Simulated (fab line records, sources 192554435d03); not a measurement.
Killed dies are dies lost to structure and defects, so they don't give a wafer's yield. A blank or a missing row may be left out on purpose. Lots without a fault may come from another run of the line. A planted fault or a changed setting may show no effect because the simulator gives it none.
fab line records | flow n5_finfet
record lots=3 wafers=9 last_day=17
route steps=1938 shown BEOL_M9@1446 BEOL_M10@1470 PASSIVATION@1936
lots that met no fault: from a run of the same line without faults
start_h: hours from the record's first day to the start of the lot's first wafer shown | wait_h: hours since the lot's step before | " the same as in the row above | L1.1+2: a row that stands for several wafers | - no value, or no start given | * or withheld: withheld | < > ~ a bound
route shown NAME@n: a module of which the file shows steps, and the number in the route of the first | usual: mean/standard deviation of fault-free wafers | same: alike in all rows | chamber/n: place in a boat | sites: the reading at each site | _std_site: their standard deviation | _edge_site: outer sites' mean less inner sites' | radius_mm: how far each site lies from the wafer's centre | mask NAME#n: copy n | behind: the tool/chamber that last shaped the wafer | hold: why the lot was held/for how many hours/how that ended | device: the transistor (n, p or np) that didn't switch | end of line: the same wafers' tests at the end of the route | a step without rows: its recipe alone | killed: dies lost to structure and defects at the first sort, not the wafer's yield | map: a wafer's dies, x killed, . not, _ none there
set.NAME: the setting as run; set.NAME@STEP: as run at that earlier step | model.NAME: the simulator's own value behind a step, which no gauge read
lots at some steps of the route; a table a step, a row a wafer
services: from which hour (start_h, from the record's first day; less than 0 if before it) a tool's chamber was out of use, for how many hours, and why
## steps
# step N5_BEOL_M9_TRENCH_ETCH_37
# recipe chemistry=C4F6/O2 target_depth_a=1514.3 target=SiCOH_lowk time_s=49 ion_energy_ev=250 pressure_mtorr=30 source_w=345 bias_w=185 Ar_flow_sccm=300 C4F6_flow_sccm=10 O2_flow_sccm=10
# step N5_BEOL_M9_ETCH_41
# recipe chemistry=CH3F/O2 target=SiCN target_depth_a=366 taper_deg=2 time_s=70.1 ion_energy_ev=120 mask_material=TiN pressure_mtorr=30 source_w=395 bias_w=75 Ar_flow_sccm=150 CH3F_flow_sccm=30 O2_flow_sccm=20
# step N5_BEOL_M9_STRIP_80
# recipe chemistry=N2/H2 time_s=10 power_w=450 temp_c=40 pressure_mtorr=20 rf_frequency_hz=6e+07 bias_power_w=7 n2_flow_sccm=200 h2_flow_sccm=200
# step N5_BEOL_M9_HM_STRIP_39
# recipe chemistry=peroxide_tin_strip material=TiN target_depth_a=250 temp_c=50 time_s=158
# step N5_BEOL_M9_SRD_40
# recipe time_s=30 temp_c=23 rinse_liquid=diw dry=ipa_marangoni
# step N5_BEOL_M9_PRECLEAN_42
# recipe chemistry=residue_remover time_s=60 temp_c=40
# step N5_BEOL_M9_SRD_43
# recipe time_s=30 temp_c=23 rinse_liquid=diw dry=ipa_marangoni
# step N5_BEOL_M9_CURE_72
# recipe temp_c=370 time_s=120 ambient=DMADMS/He material=SiCOH_lowk
# step N5_BEOL_M9_DEGAS_44
# recipe ambient=vacuum temp_c=250 time_s=60
# step N5_BEOL_M9_PRE_CLEAN_45
# recipe gas=H2/He time_s=30 temp_c=250
# step N5_BEOL_M9_ALD_74
# recipe material=TaN target_thk_a=20 temp_c=275 ald_precursor_family=PDMAT ald_co_reactant=NH3 pressure_torr=3 carrier_flow_sccm=1500 pulse_time_s=2 purge_time_s=3 co_reactant_purge_time_s=2 co_reactant_pulse_time_s=3 ald_cycles=40 precursor_vessel_temp_c=75 precursor_vessel_pressure_torr=26.25 precursor_vessel_carrier_sccm=1000
# usual heater_power_outer_w=233/18 heater_power_w=425/39 susceptor_temp_C=275.00/0.19
# columns lot.wafer tool chamber start_h wait_h heater_power_outer_w heater_power_w susceptor_temp_C
L260.3 ald_metal-02 2 257.77 0.0 228 406 274.99
L260.4 " 0 " " 255 459 274.96
L260.5 " 1 " " 223 416 275.05
L271.4 ald_metal-02 1 313.14 0.0 220 418 275.13
L271.5 " 1 " " 223 408 275.37
L271.6 " 0 " " 245 462 274.81
L275.3 ald_metal-03 0 357.16 0.0 200 359 274.52
L275.5 " 2 " " 229 434 274.91
L275.6 " 1 " " 228 390 275.23
# step N5_BEOL_M9_SURFACE_TREAT_79
# recipe gas=Ar time_s=* ion_energy_ev=* ion_current_ma_cm2=0.5 pressure_mtorr=* ar_flow_sccm=30
# step N5_BEOL_M9_CVD_78
# recipe material=Co target_thk_a=20 temp_c=withheld precursor=CCTBA/H2 pressure_torr=30 time_s=138.9
# step N5_BEOL_M9_SPUTTER_48
# recipe material=Cu target_thk_a=120 temp_c=-20 bias_v=60 power_w=26000 chamber_pressure_pa=0.13 time_s=2
# step N5_BEOL_M9_ECD_50
# recipe material=Cu target_thk_a=3180
# step N5_BEOL_M9_ANNEAL_51
# recipe temp_c=225 time_s=90 ambient=N2
# step N5_BEOL_M9_CMP_52
# recipe stop_on=SiCOH_lowk t_overpolish_s=7 down_force_psi=1 platen_rpm=50 clearing_platen_down_force_psi=1.5 clearing_platen_rpm=50 post_cmp_clean=cu_alkaline target_thk_nm=140 clearing_platen_pad_velocity_m_s=0.99484 pad_velocity_m_s=0.99484
# step N5_BEOL_M9_PRE_CLEAN_55
# recipe gas=NH3 time_s=15 temp_c=withheld rf_power_w=300
# step N5_BEOL_M9_DEP_56
# recipe material=SiCN target_thk_a=150 temp_c=withheld precursor=3MS/NH3 pressure_torr=3 rf_w=202 time_s=26.5
# step N5_BEOL_M10_ILD_DEP_00
# recipe material=SiCOH_lowk target_thk_a=3085.1 temp_c=300 precursor=DEMS/porogen pressure_torr=5 rf_w=500 time_s=58
# step N5_BEOL_M10_CURE_71
# recipe temp_c=385 time_s=240 ambient=He/Ar material=SiCOH_lowk
# step N5_BEOL_M10_PECVD_70
# recipe material=SiO2 target_thk_a=200 temp_c=400 precursor=TEOS/O2 pressure_torr=5.5 rf_w=450 teos_flow_sccm=53.8 gas=O2 flow_sccm=3000 time_s=22.7
# step N5_BEOL_M10_HM_DEP_02
# recipe material=TiN target_thk_a=200 temp_c=25 chamber_pressure_pa=0.49996
# step N5_BEOL_M10_COAT_59
# recipe resist=SOC temp_c=250 time_s=60 spin_rpm=1500 resist_thk_nm=100
# step N5_BEOL_M10_COAT_60
# recipe resist=SiARC temp_c=220 time_s=60 spin_rpm=1500 resist_thk_nm=30
# step N5_BEOL_M10_COAT_05
# recipe resist=CAR-ArF spin_rpm=1500 resist_thk_nm=90
# step N5_BEOL_M10_EBR_07
# recipe solvent=PGMEA ebr_width_mm=1.5
# step N5_BEOL_M10_SOFTBAKE_06
# recipe temp_c=110 time_s=60 resist=CAR-ArF
# step N5_BEOL_M10_EXPOSE_08
# recipe mask_id=M10 na=1.35 source_shape=dipole sigma_inner=0.411 sigma_outer=0.611 polarization=te dose_mj=53.75
# step N5_BEOL_M10_PEB_09
# recipe peb_temp_c=withheld peb_time_s=60 resist=CAR-ArF
# step N5_BEOL_M10_DEVELOP_10
# recipe develop_time_s=30 developer=TMAH resist=CAR-ArF rinse_liquid=diw dry=air_spin dev_temp_c=23
# step N5_BEOL_M10_DESCUM_16
# recipe chemistry=O2 time_s=7.9 source_power_w=50 bias_power_w=20 pressure_mtorr=20 rf_frequency_hz=2.712e+07 temp_c=40 resist=CAR-ArF o2_flow_sccm=225
# step N5_BEOL_M10_ETCH_61
# recipe chemistry=CF4 target=SiARC target_depth_a=390 mask_material=CAR-ArF time_s=65 ion_energy_ev=80 pressure_mtorr=40 source_w=545 bias_w=36 Ar_flow_sccm=100 cf4_flow_sccm=100 ends=cleared
# step N5_PASSIVATION_PROBE_49
# usual defect_limited_yield=91.4/1.6 killed_at_M0_to_M3=34/12 killed_at_M4_up=13/5.2 killed_at_contacts=11/5.5 killed_at_front_end=40/13 killed_at_other=3.4/2.7 killed_dies=102/19 killed_open=66/15 killed_short=33/7.9 sort_bin_5_function=5.1/1.1 sort_bin_6_memory=3.2/0.7 sort_n_pass=1078/19 sort_yield_pct=91.4/1.6
# same gross_dies=1180 killed_at_back_side=0 sort_bin_4_leakage[%]=0 sort_bin_8_speed[%]=0
# columns lot.wafer tool chamber start_h wait_h defect_limited_yield[%] killed_at_M0_to_M3 killed_at_M4_up killed_at_contacts killed_at_front_end killed_at_other killed_dies killed_open killed_short sort_bin_5_function[%] sort_bin_6_memory[%] sort_n_pass sort_yield_pct[%]
L271.6 prober-02 - 382.33 0.3 88.6 16 75 5 36 2 134 53 17 6.9 3.3 1046 88.6
# killed by level:class
L271.6 BEOL_M9:unspecified=63 FIN_SAQP:geometric_particle:open=15 BEOL_M0_SAQP:geometric_particle:open=8 FIN_SAQP:geometric_particle:short=7 MOL_CONTACT_COAG:geometric_particle:open=5 DUMMY_GATE:geometric_particle:open=3 BEOL_M0_SAQP:geometric_particle:short=3 BEOL_M3:geometric_particle:open=3
# map L271.6 (x killed, . not)
_________________............________________
______________.................._____________
___________.............x..........__________
__________...................x......_________
________.............................._______
_______x.xxx....x................x.....______
______xxxx.............x.....x.........._____
_____xxxxxxx.x.......x...........x.x...x.____
____xxxxxxxx.......xx......x..............___
___xxxxxxxxx.x.......x.....................__
___xxxxxxxx...x......x.........x...........__
__xxxxxxxxxx...........x...................._
__xxxxxxx.......................x..x........_
_xxxxxx................................x.....
_....xx......x..........x.x.x......x.x.......
_......xx.....................x...x.x........
_.........................x.x..............x.
_......x....x.x.................x......x.....
_.....x...x....x...................x.........
_...x..................x..................x.x
_............................x...............
__...................................x......_
__.........................................._
___..x.....................................__
___..........x.x...........................__
____..x...................................___
_____.....x...........x........x........x____
______.................................._____
_______..x..x..........................______
________.x........................x..._______
__________...............x.........._________
___________..x.....................__________
______________................x._____________
_________________....x.x.....________________
# map L260.4 (x killed, . not)
_________________.........x..________________
______________........xx.x......_____________
___________.........xx.............__________
__________.....x..x.......x...x...x._________
________.......x.x.x.....x............_______
_______............x...................______
______...xx...........x........x.......x_____
_____x...x..................x......xx....____
____.x....xx..............x......x........___
___..............x..................x......__
___............................x....x....x.__
__.....x............................x......._
__.........x...x..................xx........_
_..x.......x..x.....x.....xx..........x...x..
_....xx......x..x.......x.x....x.............
_...........x.........................x..x..x
_x................x..x.........xx............
_............................................
_....................x............x..........
_........x..x..........x.......x....x........
_.........x...x.....x........................
__....xx..........................x........._
__..........xx..x............x..x..........._
___............x............x............x.__
___....................x...............x...__
____..........x........................x..___
_____.............x......................____
______.............x....x..............._____
_______..................x......x......______
________.......x..........x..........._______
__________....x...........x........._________
___________x...........x.x........x__________
______________x...x..x..x....x.._____________
_________________.x..........________________
## services
# columns tool chamber start_h hours kind
ald_metal-03 3 303.65 25.9 repair
ald_metal-03 - 337.25 14.0 pm
ald_metal-03 0 337.25 14.0 vent_cycle
ald_metal-03 1 337.25 14.0 vent_cycle
ald_metal-03 2 337.25 14.0 vent_cycle
ald_metal-03 3 337.25 14.0 vent_cycle
ald_metal-03 0 351.25 - clean
ald_metal-03 1 351.25 - clean
ald_metal-03 2 351.25 - clean
ald_metal-03 3 351.25 - clean
ald_metal-03 1 356.65 - calibration
## key
first_sign step=N5_PASSIVATION_PROBE_49 reading=killed_at_M4_up direction=up sigmas=12 usual=13 struck=75
more_kills_born_at N5_BEOL_M9_ALD_74@ald_metal-02=63
met_at N5_BEOL_M9_ALD_74
struck_wafers L271.6
onset_between 257.77 313.14
fault kind=chamber_particle_source tool=ald_metal-02 chamber=0 onset_h=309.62 steps=N5_BEOL_M9_ALD_74 rate_per_visit_cm2=0.4126 end_h=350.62
